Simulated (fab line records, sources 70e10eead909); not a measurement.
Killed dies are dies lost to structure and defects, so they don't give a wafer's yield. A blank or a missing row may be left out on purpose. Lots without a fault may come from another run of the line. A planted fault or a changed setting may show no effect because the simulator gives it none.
Chamber matching | flow nand_harc | NHARC_P_BONDPAD_ETCH_12 on rie_diel-08: 4 sister chambers
The step etches the open film in CHF3/O2, target depth 200 nm, time 100 s. 4 wafers are shown with their chamber, then 9 later ones without.

WAFERS WITH THEIR CHAMBER
wafer  | chamber | drypump_motor_current_A (A)
L298.4 | 1       | 5.5
L301.1 | 3       | 5.6
L301.2 | 2       | 5.4
L301.3 | 0       | 6.4

WAFERS WITHOUT THEIR CHAMBER
wafer  | drypump_motor_current_A (A)
L300.1 | 5.4
L300.2 | 5.4
L300.5 | 5.4
L302.2 | 5.6
L302.5 | 5.4
L302.6 | 6.5
L304.1 | 6.5
L304.5 | 5.4
L304.6 | 5.4

WHICH CHAMBER EACH WENT THROUGH
wafer  | from the rows above | in truth
L300.1 | 2                   | 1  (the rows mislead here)
L300.2 | 2                   | 2
L300.5 | 2                   | 2
L302.2 | 3                   | 3
L302.5 | 2                   | 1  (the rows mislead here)
L302.6 | 0                   | 0
L304.1 | 0                   | 0
L304.5 | 2                   | 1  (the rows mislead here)
L304.6 | 2                   | 2
Placed correctly: 6 of 9. Can't be placed from these rows: 0. Placed wrongly: 3.
How it was worked out, from the rows above alone: a wafer's distance from a chamber is the root of the sum, over the readings, of the square of ((its reading less the chamber's mean) divided by the reading's scatter). The wafer belongs to the nearest chamber; if the next one is less than 2 further off, it can't be placed. A chamber's mean is the mean of its shown wafers. The scatter: with one shown wafer a chamber, the root of the mean of the squares of how far each hidden wafer lies from its nearest shown one.
